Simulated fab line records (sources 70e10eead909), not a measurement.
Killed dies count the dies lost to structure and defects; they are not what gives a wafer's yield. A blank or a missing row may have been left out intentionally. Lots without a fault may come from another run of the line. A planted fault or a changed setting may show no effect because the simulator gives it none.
Check for tools in common + flow nand-harc + 1 lot, 1 wafer sampled

== WHY IT WAS OPENED ==
At NHARC_END_SORT_01 the reading killed-dies is flagged on 1 of 1 lot. No-fault wafers: 35, standard deviation 12.
Rule: flag the lot when none of its wafers has a number, or when each of its wafers that has one lies beyond 4 standard deviations from that mean. As for the other lots, they are considered sound.

| lot  | measured     | on        | killed-dies, wafer by wafer | flag    |
|------|--------------|-----------|-----------------------------|---------|
| L153 | day 24 03:32 | prober-01 | 677                         | FLAGGED |
Average over the flagged lots: 677; offset from the usual +642, equal to +54 standard deviations.

== EACH LOT AND THE TOOL IT RAN ON ==
The record holds 4 process steps before the reading, out of a route of 1159 steps. Each cell gives the tool, then ch followed by the chambers the sampled wafers passed through, then the start.
| lot  | flag    | NHARC_A_STAIRCASE_DEP_259   | NHARC_A_BONDPAD_ANNEAL_28 | NHARC_A_BONDPAD_CMP_19 | NHARC_THIN_TSV_DEP_43 |
|------|---------|-----------------------------|---------------------------|------------------------|-----------------------|
| L153 | FLAGGED | pecvd-03 ch 1, day 16 10:37 | no row                    | no row                 | no row                |
What the steps here do:
- NHARC_A_STAIRCASE_DEP_259: deposits SiON, target thk 30 nm.
- NHARC_A_BONDPAD_ANNEAL_28: time 90 s.
- NHARC_A_BONDPAD_CMP_19: polishes, t overpolish 30 s, cu recess touch 16 s, target thk 169.8 nm.
- NHARC_THIN_TSV_DEP_43: deposits SiO2, target thk 1328.5 nm.
- NHARC_END_SORT_01

== FLAGGED OVER TOTAL, TOOL BY TOOL (the gauges that took the reading come last) ==
| step                      | tool      | lots run | flagged | share of the flagged lots | sound lots run after its first flagged lot |
|---------------------------|-----------|----------|---------|---------------------------|--------------------------------------------|
| NHARC_A_STAIRCASE_DEP_259 | pecvd-03  | 1        | 1       | all                       | 0                                          |
| NHARC_END_SORT_01         | prober-01 | 1        | 1       | all                       | 0                                          |

== THE TABLE: WHAT IT ALLOWS ==
In 2 table rows, all flagged lots were run: pecvd-03 (NHARC_A_STAIRCASE_DEP_259), prober-01 (NHARC_END_SORT_01).
- pecvd-03 at NHARC_A_STAIRCASE_DEP_259: 1 of its 1 lot flagged. With no sound lot run before its first flagged lot in this sample, there is nothing to narrow down the start.
- prober-01 at NHARC_END_SORT_01: 1 of its 1 lot flagged. With no sound lot run before its first flagged lot in this sample, there is nothing to narrow down the start.
Because each of these 2 tools fits a fault that began at some hour, counting lots does not separate them. More lots, or a look at what each step does to the wafer, might.

== WHAT WAS PUT IN BY THE SIMULATOR ==
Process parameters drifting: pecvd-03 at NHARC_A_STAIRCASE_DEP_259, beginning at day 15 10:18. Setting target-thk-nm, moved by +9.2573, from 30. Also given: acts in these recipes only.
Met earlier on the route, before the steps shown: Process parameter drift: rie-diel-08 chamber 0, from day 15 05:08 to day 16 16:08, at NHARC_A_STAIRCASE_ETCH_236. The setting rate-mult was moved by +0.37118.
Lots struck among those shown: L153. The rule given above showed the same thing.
